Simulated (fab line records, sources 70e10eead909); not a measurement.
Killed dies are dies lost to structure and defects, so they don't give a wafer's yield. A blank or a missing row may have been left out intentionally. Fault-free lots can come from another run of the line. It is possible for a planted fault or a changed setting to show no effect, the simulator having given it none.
Matching of chambers + flow nand_harc + NHARC_A_STAIRCASE_DEP_259 on pecvd-02 has 3 sister chambers
The step deposits SiON, target thk 30 nm. 14 wafers are shown with their chamber, then 7 later ones without.

WAFERS, EACH WITH ITS CHAMBER
| wafer  | chamber | heater_power_w (W) |
|--------|---------|--------------------|
| L076.1 | 2       | 595                |
| L076.2 | 1       | 1034               |
| L076.5 | 1       | 1027               |
| L077.2 | 1       | 1051               |
| L077.3 | 2       | 635                |
| L077.6 | 2       | 608                |
| L080.1 | 2       | 556                |
| L080.3 | 1       | 918                |
| L080.5 | 2       | 550                |
| L082.1 | 0       | 670                |
| L082.4 | 0       | 687                |
| L082.6 | 1       | 879                |
| L086.3 | 0       | 714                |
| L086.5 | 2       | 565                |

SIGNATURES (means of the wafers above)
| reading        | chamber 0 | chamber 1 | chamber 2 | scatter within a chamber |
|----------------|-----------|-----------|-----------|--------------------------|
| heater_power_w | 690.33    | 981.80    | 584.83    | 52.9                     |
Rule: a wafer lies at a distance from a chamber equal to the root of the sum of squares, over the readings, of (its reading less the chamber's mean, divided by the reading's scatter). The wafer belongs to the nearest chamber; if the next one is less than 2 further off, it can't be placed. The scatter: take each reading less its chamber's mean, square it, sum over the shown wafers, divide by the number of wafers less the number of chambers, and take the root.

WAFERS MISSING THEIR CHAMBER
| wafer  | heater_power_w (W) |
|--------|--------------------|
| L086.6 | 712                |
| L087.1 | 670                |
| L087.2 | 565                |
| L087.6 | 585                |
| L094.1 | 650                |
| L094.2 | 1018               |
| L094.4 | 668                |

THE CHAMBER EACH PASSED THROUGH
| wafer  | from the rows above     | in truth |
|--------|-------------------------|----------|
| L086.6 | can't be placed: 0 or 2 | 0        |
| L087.1 | can't be placed: 0 or 2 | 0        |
| L087.2 | can't be placed: 2 or 0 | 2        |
| L087.6 | can't be placed: 2 or 0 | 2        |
| L094.1 | can't be placed: 0 or 2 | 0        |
| L094.2 | 1                       | 1        |
| L094.4 | can't be placed: 0 or 2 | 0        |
Placed correctly: 1 of 7. Not placeable from these rows: 6 (in 6, the candidates include the true chamber). Number placed wrongly: 0.
